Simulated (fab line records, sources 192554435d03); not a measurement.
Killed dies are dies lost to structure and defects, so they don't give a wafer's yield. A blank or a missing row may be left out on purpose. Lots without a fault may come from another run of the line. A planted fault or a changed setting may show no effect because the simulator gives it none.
Chamber matching | flow n5_finfet | N5_BEOL_M6_DESCUM_33 on rie_diel-02: 4 sister chambers
The step chemistry O2, time 7 s. 4 wafers are shown with their chamber, then 8 later ones without.

WAFERS WITH THEIR CHAMBER
wafer  | chamber | showerhead_plenum_p_Torr (Torr)
L081.1 | 0       | 2.00
L081.5 | 2       | 2.16
L081.6 | 1       | 2.14
L089.1 | 3       | 2.07

WAFERS WITHOUT THEIR CHAMBER
wafer  | showerhead_plenum_p_Torr (Torr)
L089.4 | 2.15
L089.5 | 1.99
L092.2 | 2.07
L092.3 | 2.15
L092.4 | 2.07
L096.1 | 2.15
L096.3 | 2.13
L096.5 | 2.06

WHICH CHAMBER EACH WENT THROUGH
wafer  | from the rows above     | in truth
L089.4 | can't be placed: 1 or 2 | 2
L089.5 | 0                       | 0
L092.2 | 3                       | 3
L092.3 | can't be placed: 1 or 2 | 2
L092.4 | 3                       | 3
L096.1 | can't be placed: 1 or 2 | 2
L096.3 | 1                       | 1
L096.5 | 3                       | 3
Placed correctly: 5 of 8. Can't be placed from these rows: 3 (the true chamber is among the candidates in 3). Placed wrongly: 0.
How it was worked out, from the rows above alone: a wafer's distance from a chamber is the root of the sum, over the readings, of the square of ((its reading less the chamber's mean) divided by the reading's scatter). The wafer belongs to the nearest chamber; if the next one is less than 2 further off, it can't be placed. A chamber's mean is the mean of its shown wafers. The scatter: with one shown wafer a chamber, the root of the mean of the squares of how far each hidden wafer lies from its nearest shown one.
